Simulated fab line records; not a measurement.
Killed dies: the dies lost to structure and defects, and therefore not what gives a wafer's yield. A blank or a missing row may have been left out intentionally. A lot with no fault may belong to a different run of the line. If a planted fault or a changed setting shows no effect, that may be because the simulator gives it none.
Chamber matching ; flow n5_finfet ; 3 sister chambers for N5_BEOL_M8_ILD_DEP_00 on pecvd-03
The step deposits SiCOH lowk from DEMS/porogen, target thk 179.75 nm, time 33.4 s. 18 wafers are shown with their chamber, then 9 later ones without.

WAFERS WITH THEIR CHAMBER
wafer;chamber;showerhead_plenum_p_Torr (Torr);throttle_valve_pct (%);heater_power_w (W)
L077.2;2;5.715;13.8;307
L077.3;0;5.720;14.2;352
L077.4;2;5.727;13.9;319
L081.1;0;5.725;14.3;293
L081.4;0;5.730;14.2;303
L081.5;2;5.719;13.7;265
L085.3;2;5.716;14.0;309
L085.4;0;5.714;14.3;313
L085.5;1;5.753;14.8;279
L089.3;1;5.759;14.4;280
L089.5;0;5.725;14.1;302
L089.6;2;5.722;13.6;322
L087.2;1;5.750;14.7;264
L087.3;2;5.718;14.1;318
L087.5;1;5.774;14.8;269
L094.1;2;5.722;13.9;295
L094.3;1;5.774;15.0;244
L094.4;1;5.759;14.6;250

SIGNATURES, as means of the wafers listed above
reading;chamber 0;chamber 1;chamber 2;scatter within a chamber
showerhead_plenum_p_Torr;5.72280;5.76150;5.71986;0.00721
throttle_valve_pct;14.220;14.717;13.857;0.166
heater_power_w;312.60;264.33;305.00;19.4
Rule: for each reading, subtract the chamber's mean from the wafer's reading, divide by that reading's scatter and square the result; add these up over the readings and take the root, which gives the wafer's distance from the chamber. If the next closest chamber is less than 2 further off than the closest, the wafer can't be placed; otherwise it belongs to the closest. The scatter: take each reading less its chamber's mean, square it, sum over the shown wafers, divide by the number of wafers less the number of chambers, and take the root.

WAFERS MISSING THEIR CHAMBER
wafer;showerhead_plenum_p_Torr (Torr);throttle_valve_pct (%);heater_power_w (W)
L093.1;5.766;14.7;284
L093.3;5.724;14.3;340
L093.5;5.720;14.4;348
L095.3;5.753;14.7;249
L095.4;5.729;14.1;315
L095.6;5.739;14.3;321
L097.3;5.760;14.5;291
L097.5;5.746;14.5;296
L097.6;5.724;14.1;297

EACH ONE'S CHAMBER
wafer;from the rows above;in truth
L093.1;1;1
L093.3;can't be placed: 0 or 2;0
L093.5;can't be placed: 0 or 2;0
L095.3;1;1
L095.4;can't be placed: 0 or 2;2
L095.6;can't be placed: 0 or 2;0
L097.3;1;1
L097.5;can't be placed: 1 or 0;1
L097.6;can't be placed: 0 or 2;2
Correctly placed: 3 of 9. Unplaceable from these rows: 6, with the true chamber sitting among the candidates in 6. Number placed wrongly: 0.
